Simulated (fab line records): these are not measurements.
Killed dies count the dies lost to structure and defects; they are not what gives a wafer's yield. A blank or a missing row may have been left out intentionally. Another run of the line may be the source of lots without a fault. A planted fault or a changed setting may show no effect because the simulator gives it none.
A struck lot beside a sound one | flow n5Finfet | 26 out of 1938 route steps
Sound: these wafers, L193.1, L193.4, L193.5. Struck: wafers L200.1, L200.4, L200.5. The cause is named last.
For every step that has rows: the tool of each side, followed by ch and its chambers, followed by its first start. Under that, the readings that differ: sound wafers | struck wafers | difference of the means | sigmas: that difference in standard deviations of wafers without a fault.
alike: readings whose means differ by less than 2 such deviations, and words and numbers that are the same on both sides. not compared: withheld readings, readings that some wafer has no value for, bounds like >300 that may hide the same value, and numbers for which the record gives no deviation and whose values overlap.
The two part at a step that has a row with sigmas, a row that says differs or no value, or rows on one side only. Non-overlapping numbers with no deviation appear without sigmas and do not part them. A reading that every wafer of one side lacks parts them only if that side has two wafers or more.

first, 7 steps without rows for these wafers: N5_BEOL_M0_SAQP_COAT_82 (time 60 s, resist thk 30 nm); N5_BEOL_M0_SAQP_COAT_08 (resist thk 90 nm); N5_BEOL_M0_SAQP_EBR_10; N5_BEOL_M0_SAQP_SOFTBAKE_09 (time 60 s); N5_BEOL_M0_SAQP_EXPOSE_11 (exposes mask M0 CORE, target cd 42 nm); N5_BEOL_M0_SAQP_PEB_12 (peb time 60 s); N5_BEOL_M0_SAQP_DEVELOP_13 (develop time 30 s).
N5_BEOL_M0_SAQP_CD_MEAS_14 targets a cd of 42.5 nm.
  sound on cdSem-01 ch 0, day 7 13:22; struck on cdSem-02 ch 0, day 9 07:14
  alike: cdNm
N5_BEOL_M0_SAQP_OVL_MEAS_15:
  sound on overlay-02 ch 0, day 7 13:23; struck on overlay-02 ch 0, day 9 07:16
  alike: M0_CORE_OVL
N5_BEOL_M0_SAQP_INSPECT_16: inspects for defects (brightfield).
  struck on defectInspect-01, day 9 07:17; sound on defectInspect-01, day 7 13:25
  alike: rawDefectCount
N5_BEOL_M0_SAQP_DESCUM_19: chemistry O2, time 7.9 s.
  sound on rieDiel-05 ch 0,1, day 7 13:26; struck on rieDiel-03 ch 0,2,3, day 9 07:26
  alike: biasPowerW, chamberPressureMTorr, drypumpMotorCurrentA, oesProductAu, rfVppV, showerheadPlenumPTorr, throttleValvePct
  not compared: rfHoursCounterH
N5_BEOL_M0_SAQP_ETCH_83: etches SiARC in CF4, target depth 39 nm, time 65 s.
  sound on rieDiel-05 ch 0,1, day 7 13:29; struck on rieDiel-03 ch 0,2,3, day 9 07:28
  alike: biasW, cf4FlowSccm, chamberPressureMTorr, drypumpMotorCurrentA, etchRfOnTimeS, oesProductAu, rfVppV, showerheadPlenumPTorr, throttleValvePct
  not compared: rfHoursCounterH
N5_BEOL_M0_SAQP_ETCH_84: etches SOC in N2/H2, target depth 100 nm, overetch 20 nm, time 150 s.
  sound on rieDiel-05 ch 0,1, day 7 13:32; struck on rieDiel-03 ch 0,2,3, day 9 07:31
  no value came back on the struck wafers for any of 8 readings (biasW (W), chamberPressureMTorr (mTorr) and others); on the sound wafers biasW (W) reads 149.9 150.1 149.8
reading                                          | sound        | struck       | difference | sigmas
model.CAR-ArF_of_BEOL_M0_SAQP_COAT_08.thkNm (nm) | 0 0 0        | 55.2 55 55.2 | +55.1      | 
model.SiARC_of_BEOL_M0_SAQP_COAT_82.thkNm (nm)   | 24.2 24 23.8 | 30 30 30     | +6         | 
  not compared: rfHoursCounterH
then, 1 step without rows for these wafers: N5_BEOL_M0_SAQP_STRIP_80 (strips in N2/H2).
N5_BEOL_M0_SAQP_HM_OPEN_112: chemistry CHF3/O2, target SiO2, stops on a-Si, target depth 12 nm, time 13.5 s.
  sound on rieDiel-05 ch 0,1, day 7 13:38; struck on rieDiel-03 ch 0,2,3, day 9 07:38
reading                                        | sound          | struck         | difference | sigmas
oesProductAu (a.u.)                            | 0.49 0.50 0.50 | 0.26 0.28 0.34 | -0.20      | -4
model.SiARC_of_BEOL_M0_SAQP_COAT_82.thkNm (nm) | 4.2 3.6 3.6    | 10.6 10.6 10.6 | +6.8       | 
  alike: CHF3_flow_sccm, chamberPressureMTorr, drypumpMotorCurrentA, rfVppV, showerheadPlenumPTorr, throttleValvePct
  not compared: rfHoursCounterH
then, 1 step without rows for these wafers: N5_BEOL_M0_SAQP_STRIP_113 (strips in CHF3/O2).
N5_BEOL_M0_SAQP_MANDREL_ETCH_20: etches a-Si in HBr/Cl2, stops on SiNx, target depth 60 nm, bt time 10 s, time 30 s.
  sound on rieSi-06 ch 1,3, day 7 13:43; struck on rieSi-06 ch 0,3, day 9 07:43
reading              | sound             | struck            | difference | sigmas
oesProductAu (a.u.)  | 0.764 0.804 0.805 | 0.326 0.332 0.339 | -0.459     | -38
throttleValvePct (%) | 35.1 35.4 35.4    | 36.3 36.8 36.8    | +1.3       | +4
  alike: HBr_flow_sccm, biasW, chamberPressureMTorr, drypumpMotorCurrentA, heBacksideLeakSccm
  not compared: rfHoursCounterH
N5_BEOL_M0_SAQP_STRIP_86: strips in N2/H2.
  sound on rieDiel-03 ch 0,1,3, day 7 13:49; struck on rieDiel-06 ch 1,2, day 9 07:57
  alike: biasPowerW, chamberPressureMTorr, drypumpMotorCurrentA, oesProductAu, rfVppV, showerheadPlenumPTorr, throttleValvePct
  not compared: rfHoursCounterH
then, 3 steps without rows for these wafers: N5_BEOL_M0_SAQP_STRIP_115 (strips in post etch residue remover, time 60 s); N5_BEOL_M0_SAQP_SRD_93 (time 30 s); N5_BEOL_M0_SAQP_RECESS_114 (chemistry HF/NH3, target SiO2, target depth 14.4 nm, afs cycles 3, sublimation time 60 s).
N5_BEOL_M0_SAQP_SPACER1_ALD_98: deposits SiO2, target thk 12.8 nm, pulse time 1 s, purge time 2 s.
  sound on aldSin-03 ch 0,1,3, day 7 14:20; struck on aldSin-03 ch 0,3, day 9 08:28
  alike: chamberPressureTorr, heaterPowerW, precursorPulseHeightRel
N5_BEOL_M0_SAQP_MANDREL1_REMOVE_100: chemistry HBr/Cl2/O2, target a-Si, stops on SiNx, bt time 10 s.
  sound on rieSi-04 ch 0,2,3, day 7 14:53; struck on rieSi-04 ch 0,1, day 9 09:02
reading             | sound             | struck            | difference | sigmas
oesProductAu (a.u.) | 0.999 1.016 1.002 | 0.379 0.378 0.367 | -0.631     | -42
  alike: chamberPressureMTorr, drypumpMotorCurrentA, heBacksideLeakSccm, throttleValvePct
  not compared: rfHoursCounterH
N5_BEOL_M0_SAQP_CD_MEAS_25 targets a cd of 13.1 nm.
  sound on cdSem-02 ch 0, day 7 15:00; struck on cdSem-01 ch 0, day 9 09:09
reading   | sound             | struck | difference                    | sigmas
cdNm (nm) | 13.01 12.42 12.76 | - - -  | no value on the struck wafers | 
N5_BEOL_M0_SAQP_ETCH_101: etches SiNx in CH3F/O2, target depth 29.9 nm, time 42.7 s.
  sound on rieDiel-05 ch 0,1, day 7 15:02; struck on rieDiel-05 ch 0,2, day 9 09:11
  alike: CH3F_flow_sccm, O2_flow_sccm, chamberPressureMTorr, drypumpMotorCurrentA, oesProductAu, rfVppV, showerheadPlenumPTorr, throttleValvePct
  not compared: rfHoursCounterH
N5_BEOL_M4_RC_MEAS_101:
  the record has rows for the sound wafers here (prober-01 ch 0, day 9 16:57) and none for the struck ones

WHERE THEY PART
At N5_BEOL_M0_SAQP_ETCH_84 first; at N5_BEOL_M4_RC_MEAS_101 last (within this record only).

WHY: what had been put in by the simulator
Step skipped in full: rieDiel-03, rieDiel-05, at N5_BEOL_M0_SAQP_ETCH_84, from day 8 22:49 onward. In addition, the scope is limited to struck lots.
